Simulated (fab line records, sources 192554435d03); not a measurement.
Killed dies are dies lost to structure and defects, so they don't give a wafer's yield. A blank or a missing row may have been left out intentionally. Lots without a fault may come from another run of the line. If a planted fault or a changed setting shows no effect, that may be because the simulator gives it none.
The tool behind it: which one? || flow n5-finfet || 29 wafers from 10 lots sampled at 4 of the route's 1938 steps

## WHAT THE GAUGES READ, wafer by wafer
N5_BEOL_M14_OVL_MEAS_11.
{"lot": "L266", "measured": "day 11 20:47", "on": "overlay-02", "V13_OVL (nm)": "-1 -4 -7"}
{"lot": "L265", "measured": "day 12 05:44", "on": "overlay-01", "V13_OVL (nm)": "4 1 6"}
{"lot": "L269", "measured": "day 12 14:48", "on": "overlay-02", "V13_OVL (nm)": "1 -3 -10"}
{"lot": "L267", "measured": "day 12 19:58", "on": "overlay-01", "V13_OVL (nm)": "1 -1 -7"}
{"lot": "L270", "measured": "day 12 21:52", "on": "overlay-01", "V13_OVL (nm)": "1 5 5"}
{"lot": "L268", "measured": "day 13 00:53", "on": "overlay-01", "V13_OVL (nm)": "6 5 -2"}
{"lot": "L276", "measured": "day 13 22:54", "on": "overlay-01", "V13_OVL (nm)": "-8 -9"}
{"lot": "L275", "measured": "day 14 01:35", "on": "overlay-01", "V13_OVL (nm)": "-4 -4 -8"}
{"lot": "L280", "measured": "day 16 07:05", "on": "overlay-01", "V13_OVL (nm)": "21 26 26"}
{"lot": "L287", "measured": "day 17 06:12", "on": "overlay-02", "V13_OVL (nm)": "9 16 20"}

## WHICH TOOL RAN EACH LOT (tool, then ch and the chambers of the sampled wafers, then the start)
{"lot": "L266", "N5_BEOL_M13_ANNEAL_48": "rtp-anneal-02 ch 0, day 11 19:26", "N5_BEOL_M13_CMP_49": "cmp-01 ch 0,1,2, day 11 19:38", "N5_BEOL_M14_EXPOSE_07": "krf-scanner-01 ch 0, day 11 20:35"}
{"lot": "L265", "N5_BEOL_M13_ANNEAL_48": "rtp-anneal-02 ch 0, day 12 04:18", "N5_BEOL_M13_CMP_49": "cmp-01 ch 0,2,3, day 12 04:40", "N5_BEOL_M14_EXPOSE_07": "krf-scanner-02 ch 0, day 12 05:32"}
{"lot": "L269", "N5_BEOL_M13_ANNEAL_48": "rtp-anneal-01 ch 0, day 12 13:24", "N5_BEOL_M13_CMP_49": "cmp-04 ch 1,3, day 12 13:43", "N5_BEOL_M14_EXPOSE_07": "krf-scanner-02 ch 0, day 12 14:36"}
{"lot": "L267", "N5_BEOL_M13_ANNEAL_48": "rtp-anneal-02 ch 0, day 12 18:42", "N5_BEOL_M13_CMP_49": "cmp-04 ch 0,2,3, day 12 19:01", "N5_BEOL_M14_EXPOSE_07": "krf-scanner-02 ch 0, day 12 19:46"}
{"lot": "L270", "N5_BEOL_M13_ANNEAL_48": "rtp-anneal-01 ch 0, day 12 20:26", "N5_BEOL_M13_CMP_49": "cmp-02 ch 0,2,3, day 12 20:46", "N5_BEOL_M14_EXPOSE_07": "krf-scanner-01 ch 0, day 12 21:40"}
{"lot": "L268", "N5_BEOL_M13_ANNEAL_48": "rtp-anneal-02 ch 0, day 12 23:30", "N5_BEOL_M13_CMP_49": "cmp-02 ch 2,3, day 12 23:45", "N5_BEOL_M14_EXPOSE_07": "krf-scanner-02 ch 0, day 13 00:41"}
{"lot": "L276", "N5_BEOL_M13_ANNEAL_48": "rtp-anneal-01 ch 0, day 13 21:43", "N5_BEOL_M13_CMP_49": "cmp-01 ch 0,2, day 13 21:59", "N5_BEOL_M14_EXPOSE_07": "krf-scanner-01 ch 0, day 13 22:43"}
{"lot": "L275", "N5_BEOL_M13_ANNEAL_48": "rtp-anneal-01 ch 0, day 14 00:17", "N5_BEOL_M13_CMP_49": "cmp-01 ch 0,2,3, day 14 00:34", "N5_BEOL_M14_EXPOSE_07": "krf-scanner-01 ch 0, day 14 01:23"}
{"lot": "L280", "N5_BEOL_M13_ANNEAL_48": "rtp-anneal-02 ch 0, day 16 05:43", "N5_BEOL_M13_CMP_49": "cmp-04 ch 1,3, day 16 05:59", "N5_BEOL_M14_EXPOSE_07": "krf-scanner-01 ch 0, day 16 06:53"}
{"lot": "L287", "N5_BEOL_M13_ANNEAL_48": "rtp-anneal-02 ch 0, day 17 04:43", "N5_BEOL_M13_CMP_49": "cmp-01 ch 0,1, day 17 05:04", "N5_BEOL_M14_EXPOSE_07": "krf-scanner-01 ch 0, day 17 05:59"}
- N5_BEOL_M13_ANNEAL_48: time 90 s.
- N5_BEOL_M13_CMP_49: polishes, stops on SiOC, t overpolish 17.1 s, target thk 420 nm.
- N5_BEOL_M14_EXPOSE_07: exposes mask V13.

## THE ANSWER, worked out from the rows above alone
Rule: usual is defined by the lots themselves. Put in order of their means at a reading, lots are off if they are a third of the lots or fewer, leave a main group of 4 or more, and stand apart from it by a gap of 3 or more times the standard deviation of the main group's means; of several such gaps the widest counts. If all means in a main group match to the digits the tables above print for the reading, that group is not used. Also off: a lot with no number at a reading for which 4 or more lots have one. Where the step has rows for the other lots, those lots are counted as sound.
Across all readings shown, no lot is off: no conclusion can be drawn from this.

## WHAT THE SIMULATOR HAD PUT IN
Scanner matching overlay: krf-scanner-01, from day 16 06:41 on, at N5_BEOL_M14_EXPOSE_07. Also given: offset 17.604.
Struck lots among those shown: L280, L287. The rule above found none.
